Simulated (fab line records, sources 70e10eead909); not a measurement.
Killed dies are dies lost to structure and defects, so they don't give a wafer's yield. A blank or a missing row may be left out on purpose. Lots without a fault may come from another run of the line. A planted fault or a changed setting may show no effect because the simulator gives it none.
A struck lot beside a sound one | flow nand_harc | 14 steps out of a route of 1159
Sound: wafers L114.1, L114.2, L114.5. Struck: wafers L112.4, L112.5, L112.6. The cause comes at the end.
At each step with rows: each side's tool, then ch and its chambers, then its first start. Under that, the readings that differ: sound wafers | struck wafers | difference of the means | sigmas: that difference in standard deviations of wafers without a fault.
alike: readings whose means differ by less than 2 such deviations, and words and numbers that are the same on both sides. not compared: withheld readings, readings that some wafer has no value for, bounds like >300 that may hide the same value, and numbers for which the record gives no deviation and whose values overlap.
The two part at a step that has a row with sigmas, a row that says differs or no value, or rows on one side only. Numbers that don't overlap but have no deviation are shown without sigmas and don't part them. A reading that every wafer of one side lacks parts them only if that side has two wafers or more.

first, 3 steps without rows for these wafers: NHARC_P_GATE_SRD_72; NHARC_P_GATE_OXIDE_16 (material SiO2, target thk 3 nm, ox time 392 s); NHARC_P_GATE_CVD_17 (deposits poly-Si, target thk 150 nm, time 900 s).
NHARC_P_GATE_HM_DEP_102: deposits aC, target thk 120 nm.
  sound on acl_dep-03 ch 0, day 8 00:33; struck on acl_dep-03 ch 0, day 7 03:36
  alike: throttle_valve_pct
NHARC_P_GATE_DEP_103: deposits SiON, target thk 30 nm.
  sound on pecvd-04 ch 1,2, day 8 01:14; struck on pecvd-04 ch 0,1,2, day 7 04:02
  alike: heater_power_w, rf_fwd_power_W
  not compared: since_wet_clean_h
then, 7 steps without rows for these wafers: NHARC_P_GATE_DEHYDRATE_18 (time 120 s); NHARC_P_GATE_HMDS_19 (time 30 s); NHARC_P_GATE_COAT_20 (resist thk 90 nm); NHARC_P_GATE_SOFTBAKE_21 (time 55 s); NHARC_P_GATE_EBR_22; NHARC_P_GATE_EXPOSE_23 (exposes mask P GATE, target cd 120 nm); NHARC_P_GATE_PEB_24 (peb time 65 s).
NHARC_P_GATE_DEVELOP_25: develop time 35 s.
  sound on litho_track-04 ch 0, day 8 01:00; struck on litho_track-01, day 7 04:00
  no value came back on the struck wafers for chill_plate_temp_C (C), develop_time_s (s); on the sound wafers chill_plate_temp_C (C) reads 22.80 22.94 22.93
NHARC_P_GATE_CD_MEAS_26: target cd 120 nm.
  sound on cd_sem-02 ch 0, day 8 01:46; struck on cd_sem-02 ch 0, day 7 04:30
  reading    | sound             | struck | difference                    | sigmas
  cd_nm (nm) | 120.0 119.9 119.8 | - - -  | no value on the struck wafers |

WHERE THEY PART
First at NHARC_P_GATE_DEVELOP_25; last, within this record, at NHARC_P_GATE_CD_MEAS_26.

WHY: what the simulator had put in
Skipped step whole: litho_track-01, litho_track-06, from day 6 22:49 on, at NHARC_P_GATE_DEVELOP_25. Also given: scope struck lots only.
